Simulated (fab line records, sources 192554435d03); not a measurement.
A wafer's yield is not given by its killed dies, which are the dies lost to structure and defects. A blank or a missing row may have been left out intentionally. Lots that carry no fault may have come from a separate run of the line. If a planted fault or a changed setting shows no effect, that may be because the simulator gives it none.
Matching of chambers || flow n5_finfet || 4 sister chambers for N5_BEOL_M7_ETCH_62 on rie_diel-06
The step etches SOC in N2/H2, target depth 110 nm, overetch 22 nm, time 165 s. 16 wafers are shown with their chamber, then 8 later ones without.

== EACH WAFER AND ITS CHAMBER ==
{"wafer": "L074.1", "chamber": 1, "showerhead_plenum_p_Torr (Torr)": 2.63, "drypump_motor_current_A (A)": 6.0, "throttle_valve_pct (%)": 18.24}
{"wafer": "L074.3", "chamber": 2, "showerhead_plenum_p_Torr (Torr)": 2.44, "drypump_motor_current_A (A)": 5.8, "throttle_valve_pct (%)": 17.99}
{"wafer": "L074.5", "chamber": 3, "showerhead_plenum_p_Torr (Torr)": 2.54, "drypump_motor_current_A (A)": 4.9, "throttle_valve_pct (%)": 17.94}
{"wafer": "L076.1", "chamber": 0, "showerhead_plenum_p_Torr (Torr)": 2.60, "drypump_motor_current_A (A)": 6.5, "throttle_valve_pct (%)": 17.73}
{"wafer": "L076.2", "chamber": 3, "showerhead_plenum_p_Torr (Torr)": 2.54, "drypump_motor_current_A (A)": 5.0, "throttle_valve_pct (%)": 17.93}
{"wafer": "L076.3", "chamber": 1, "showerhead_plenum_p_Torr (Torr)": 2.63, "drypump_motor_current_A (A)": 6.0, "throttle_valve_pct (%)": 18.24}
{"wafer": "L076.4", "chamber": 2, "showerhead_plenum_p_Torr (Torr)": 2.44, "drypump_motor_current_A (A)": 5.7, "throttle_valve_pct (%)": 17.98}
{"wafer": "L076.5", "chamber": 1, "showerhead_plenum_p_Torr (Torr)": 2.63, "drypump_motor_current_A (A)": 6.0, "throttle_valve_pct (%)": 18.22}
{"wafer": "L076.6", "chamber": 0, "showerhead_plenum_p_Torr (Torr)": 2.60, "drypump_motor_current_A (A)": 6.5, "throttle_valve_pct (%)": 17.74}
{"wafer": "L077.2", "chamber": 2, "showerhead_plenum_p_Torr (Torr)": 2.44, "drypump_motor_current_A (A)": 5.7, "throttle_valve_pct (%)": 17.98}
{"wafer": "L077.4", "chamber": 1, "showerhead_plenum_p_Torr (Torr)": 2.63, "drypump_motor_current_A (A)": 6.0, "throttle_valve_pct (%)": 18.24}
{"wafer": "L077.6", "chamber": 0, "showerhead_plenum_p_Torr (Torr)": 2.59, "drypump_motor_current_A (A)": 6.5, "throttle_valve_pct (%)": 17.74}
{"wafer": "L080.1", "chamber": 0, "showerhead_plenum_p_Torr (Torr)": 2.59, "drypump_motor_current_A (A)": 6.5, "throttle_valve_pct (%)": 17.76}
{"wafer": "L080.3", "chamber": 2, "showerhead_plenum_p_Torr (Torr)": 2.43, "drypump_motor_current_A (A)": 5.7, "throttle_valve_pct (%)": 18.00}
{"wafer": "L080.4", "chamber": 3, "showerhead_plenum_p_Torr (Torr)": 2.54, "drypump_motor_current_A (A)": 5.0, "throttle_valve_pct (%)": 17.94}
{"wafer": "L083.1", "chamber": 0, "showerhead_plenum_p_Torr (Torr)": 2.59, "drypump_motor_current_A (A)": 6.5, "throttle_valve_pct (%)": 17.75}

SIGNATURES (averages over the wafers above)
{"reading": "showerhead_plenum_p_Torr", "chamber 0": 2.5940, "chamber 1": 2.6300, "chamber 2": 2.4375, "chamber 3": 2.5400, "scatter within a chamber": 0.00403}
{"reading": "drypump_motor_current_A", "chamber 0": 6.500, "chamber 1": 6.000, "chamber 2": 5.725, "chamber 3": 4.967, "scatter within a chamber": 0.0344}
{"reading": "throttle_valve_pct", "chamber 0": 17.7440, "chamber 1": 18.2350, "chamber 2": 17.9875, "chamber 3": 17.9367, "scatter within a chamber": 0.00984}
Rule: a wafer lies at a distance from a chamber equal to the root of the sum of squares, over the readings, of (its reading less the chamber's mean, divided by the reading's scatter). The wafer belongs to the nearest chamber; if the next one is less than 2 further off, it can't be placed. The scatter is the square root of a quotient: the sum, over the shown wafers, of each reading's squared deviation from its chamber's mean, divided by wafers minus chambers.

== WAFERS WITHOUT THEIR CHAMBER ==
{"wafer": "L083.2", "showerhead_plenum_p_Torr (Torr)": 2.43, "drypump_motor_current_A (A)": 5.7, "throttle_valve_pct (%)": 18.01}
{"wafer": "L083.5", "showerhead_plenum_p_Torr (Torr)": 2.43, "drypump_motor_current_A (A)": 5.6, "throttle_valve_pct (%)": 18.02}
{"wafer": "L097.1", "showerhead_plenum_p_Torr (Torr)": 2.58, "drypump_motor_current_A (A)": 6.5, "throttle_valve_pct (%)": 17.80}
{"wafer": "L097.2", "showerhead_plenum_p_Torr (Torr)": 2.52, "drypump_motor_current_A (A)": 4.9, "throttle_valve_pct (%)": 18.01}
{"wafer": "L097.3", "showerhead_plenum_p_Torr (Torr)": 2.62, "drypump_motor_current_A (A)": 6.1, "throttle_valve_pct (%)": 18.30}
{"wafer": "L097.4", "showerhead_plenum_p_Torr (Torr)": 2.42, "drypump_motor_current_A (A)": 5.7, "throttle_valve_pct (%)": 18.05}
{"wafer": "L097.5", "showerhead_plenum_p_Torr (Torr)": 2.52, "drypump_motor_current_A (A)": 4.9, "throttle_valve_pct (%)": 17.99}
{"wafer": "L097.6", "showerhead_plenum_p_Torr (Torr)": 2.42, "drypump_motor_current_A (A)": 5.7, "throttle_valve_pct (%)": 18.04}

== EACH ONE'S CHAMBER ==
{"wafer": "L083.2", "from the rows above": 2, "in truth": 2}
{"wafer": "L083.5", "from the rows above": 2, "in truth": 2}
{"wafer": "L097.1", "from the rows above": 0, "in truth": 0}
{"wafer": "L097.2", "from the rows above": 3, "in truth": 3}
{"wafer": "L097.3", "from the rows above": 1, "in truth": 1}
{"wafer": "L097.4", "from the rows above": 2, "in truth": 2}
{"wafer": "L097.5", "from the rows above": 3, "in truth": 3}
{"wafer": "L097.6", "from the rows above": 2, "in truth": 2}
Correctly placed: 8 of 8. Can't be placed from these rows: 0. Number placed wrongly: 0.
